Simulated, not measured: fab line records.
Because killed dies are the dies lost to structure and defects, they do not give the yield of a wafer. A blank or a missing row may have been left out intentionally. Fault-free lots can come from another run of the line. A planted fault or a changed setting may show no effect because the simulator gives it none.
Lot-split experiment    flow n5Finfet    21 wafers read across 7 lots, on a route 1938 steps long

ON THE SPLIT
At N5_BEOL_M4_EXPOSE_08 (exposes mask M4), the setting doseMj was moved away from the recipe's 41.25 on 8 of the 21 wafers read, by -4.3% to +6.1%. The other wafers ran this setting at the recipe's value.

FROM THE SPLIT TO THE READING: what the file shows between them, 11 steps
- N5_BEOL_M4_PEB_09: peb time 60 s
- N5_BEOL_M4_DEVELOP_10: develop time 30 s
- N5_BEOL_M4_CD_MEAS_11: target cd 16.79 nm
- N5_BEOL_M4_DESCUM_16: chemistry O2, time 7 s
- N5_BEOL_M4_ETCH_74: etches underlayer in N2/H2, target depth 6.5 nm, time 5.2 s
- N5_BEOL_M4_ETCH_63: etches SiARC in CF4, target depth 15.6 nm, time 26 s
- N5_BEOL_M4_ETCH_64: etches SOC in N2/H2, target depth 75 nm, overetch 22.5 nm, time 121.9 s
- N5_BEOL_M4_STRIP_65: strips in N2/H2
- N5_BEOL_M4_STRIP_75: strips in N2/H2
- N5_BEOL_M4_HM_OPEN_17: chemistry Cl2/BCl3, target TiN, target depth 20 nm, overetch 6 nm
- N5_BEOL_M4_STRIP_19: strips in O2

THE READING
cdNm, in nm, at N5_BEOL_M4_CD_MEAS_18 (pitch 36 nm, target cd 18 nm). Fault-free wafers of this fab line usually give 17.95 nm, standard deviation 0.3 nm.

wafer   tool, chamber at the split  doseMj as run  against the recipe  cdNm, nm  against lot-mates on the recipe
L077.1  euvScanner-01, 0            41.25          recipe              18.23     -
L077.2  euvScanner-01, 0            41.25          recipe              18.22     -
L077.4  euvScanner-01, 0            41.25          recipe              18.20     -
L082.1  euvScanner-02, 0            40.1           -2.8%               16.84     -1.53
L082.4  euvScanner-02, 0            41.25          recipe              18.37     -
L082.5  euvScanner-02, 0            40.1           -2.8%               17.65     -0.72
L085.1  euvScanner-02, 0            41.25          recipe              17.75     -
L085.3  euvScanner-02, 0            43.35          +5.1%               18.45     +0.70
L085.4  euvScanner-02, 0            43.35          +5.1%               18.56     +0.81
L086.2  euvScanner-01, 0            42.46          +2.9%               18.40     +0.37
L086.5  euvScanner-01, 0            42.46          +2.9%               18.45     +0.42
L086.6  euvScanner-01, 0            41.25          recipe              18.03     -
L089.1  euvScanner-02, 0            41.25          recipe              18.36     -
L089.3  euvScanner-02, 0            41.25          recipe              17.86     -
L089.4  euvScanner-02, 0            41.25          recipe              18.20     -
L092.2  euvScanner-02, 0            39.46          -4.3%               16.99     -1.20
L092.4  euvScanner-02, 0            41.25          recipe              17.96     -
L092.6  euvScanner-02, 0            41.25          recipe              18.41     -
L094.3  euvScanner-02, 0            43.76          +6.1%               19.84     +1.74
L094.5  euvScanner-02, 0            41.25          recipe              17.93     -
L094.6  euvScanner-02, 0            41.25          recipe              18.27     -

FIT RESULTS
A straight line over all 21 wafers: cdNm changes by +0.193 nm for each +1% of doseMj; r = +0.83; the points scatter about the line by 0.34 nm.
The same after taking each lot's own level away (the mean of its wafers on the recipe; 21 wafers): +0.238 nm for each +1%; r = +0.91; scatter 0.28 nm.
That fit puts the effect of the largest move of doseMj on the reading at 1.4 nm.
From 17.750 to 18.370 nm: that is the span of the lots' own levels, equal to 2.1 times the standard deviation above.
So the slope is not independent of the lot-to-lot level: the two fits are not the same.
Check: with one of the wafers moved furthest among these (+6.1%) left out of the fit, the line predicts +1.18 nm for it against its lot-mates. Against them it came out at +1.74 nm.

THE WHOLE CHAIN: every reading that the file lists as answering this split, in the file's order
step                   what it does                                                             reading                                                              change (the file's fit)                r (the file's)
N5_BEOL_M4_CD_MEAS_11  target cd 16.79 nm                                                       cdNm                                                                 +0.219 nm for each +1% of the setting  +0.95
N5_BEOL_M4_ETCH_74     etches underlayer in N2/H2, target depth 6.5 nm, time 5.2 s              BEOL_M4.cdOffsetNm (the simulator's own value, which no gauge read)  +0.214 nm for each +1% of the setting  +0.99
N5_BEOL_M4_ETCH_63     etches SiARC in CF4, target depth 15.6 nm, time 26 s                     BEOL_M4.cdOffsetNm (the simulator's own value, which no gauge read)  +0.189 nm for each +1% of the setting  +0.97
N5_BEOL_M4_ETCH_64     etches SOC in N2/H2, target depth 75 nm, overetch 22.5 nm, time 121.9 s  BEOL_M4.cdOffsetNm (the simulator's own value, which no gauge read)  +0.167 nm for each +1% of the setting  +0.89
N5_BEOL_M4_CD_MEAS_18  pitch 36 nm, target cd 18 nm                                             cdNm                                                                 +0.244 nm for each +1% of the setting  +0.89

FILE'S OWN FIT
cdNm changes by +0.244 nm for each +1% of doseMj, r = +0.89.
